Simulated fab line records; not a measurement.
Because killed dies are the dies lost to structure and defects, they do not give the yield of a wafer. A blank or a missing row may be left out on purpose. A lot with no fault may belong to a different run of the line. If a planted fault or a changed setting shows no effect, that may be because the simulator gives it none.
Matching of chambers || flow nandHarc || NHARC_A_STAIRCASE_DESCUM_291 on rieDiel-06: 4 sister chambers
The step chemistry O2, time 3 s. 8 wafers are shown with their chamber, then 7 later ones without.

## EACH WAFER AND ITS CHAMBER
{"wafer": "L079.1", "chamber": 0, "drypumpMotorCurrentA (A)": 6.3, "showerheadPlenumPTorr (Torr)": 1.87}
{"wafer": "L082.4", "chamber": 2, "drypumpMotorCurrentA (A)": 5.2, "showerheadPlenumPTorr (Torr)": 1.89}
{"wafer": "L082.6", "chamber": 3, "drypumpMotorCurrentA (A)": 5.4, "showerheadPlenumPTorr (Torr)": 2.01}
{"wafer": "L084.2", "chamber": 1, "drypumpMotorCurrentA (A)": 5.4, "showerheadPlenumPTorr (Torr)": 2.02}
{"wafer": "L084.3", "chamber": 2, "drypumpMotorCurrentA (A)": 5.2, "showerheadPlenumPTorr (Torr)": 1.88}
{"wafer": "L084.6", "chamber": 0, "drypumpMotorCurrentA (A)": 6.3, "showerheadPlenumPTorr (Torr)": 1.87}
{"wafer": "L089.1", "chamber": 3, "drypumpMotorCurrentA (A)": 5.3, "showerheadPlenumPTorr (Torr)": 2.00}
{"wafer": "L089.4", "chamber": 1, "drypumpMotorCurrentA (A)": 5.4, "showerheadPlenumPTorr (Torr)": 2.01}

## WAFERS WITH NO CHAMBER GIVEN
{"wafer": "L089.5", "drypumpMotorCurrentA (A)": 5.4, "showerheadPlenumPTorr (Torr)": 2.01}
{"wafer": "L096.1", "drypumpMotorCurrentA (A)": 5.3, "showerheadPlenumPTorr (Torr)": 1.99}
{"wafer": "L096.4", "drypumpMotorCurrentA (A)": 5.3, "showerheadPlenumPTorr (Torr)": 1.88}
{"wafer": "L096.5", "drypumpMotorCurrentA (A)": 5.4, "showerheadPlenumPTorr (Torr)": 2.01}
{"wafer": "L095.2", "drypumpMotorCurrentA (A)": 5.4, "showerheadPlenumPTorr (Torr)": 2.01}
{"wafer": "L095.4", "drypumpMotorCurrentA (A)": 5.4, "showerheadPlenumPTorr (Torr)": 1.99}
{"wafer": "L095.5", "drypumpMotorCurrentA (A)": 5.3, "showerheadPlenumPTorr (Torr)": 1.88}

## WHICH CHAMBER EACH ONE RAN IN
{"wafer": "L089.5", "from the rows above": "can't be placed: 1 or 3", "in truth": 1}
{"wafer": "L096.1", "from the rows above": 3, "in truth": 3}
{"wafer": "L096.4", "from the rows above": 2, "in truth": 2}
{"wafer": "L096.5", "from the rows above": "can't be placed: 1 or 3", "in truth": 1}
{"wafer": "L095.2", "from the rows above": "can't be placed: 1 or 3", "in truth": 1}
{"wafer": "L095.4", "from the rows above": "can't be placed: 3 or 1", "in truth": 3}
{"wafer": "L095.5", "from the rows above": 2, "in truth": 2}
Correctly placed: 3 of 7. Can't be placed from these rows: 4 (the true chamber is among the candidates in 4). 0 placed wrongly.
How it was worked out, from the rows above alone: a wafer's distance from a chamber is the root of the sum, over the readings, of the square of ((its reading less the chamber's mean) divided by the reading's scatter). If the next closest chamber is less than 2 further off than the closest, the wafer can't be placed; otherwise it belongs to the closest. Each chamber's mean is taken over the wafers shown for it. The scatter is the square root of a quotient: the sum, over the shown wafers, of each reading's squared deviation from its chamber's mean, divided by wafers minus chambers.
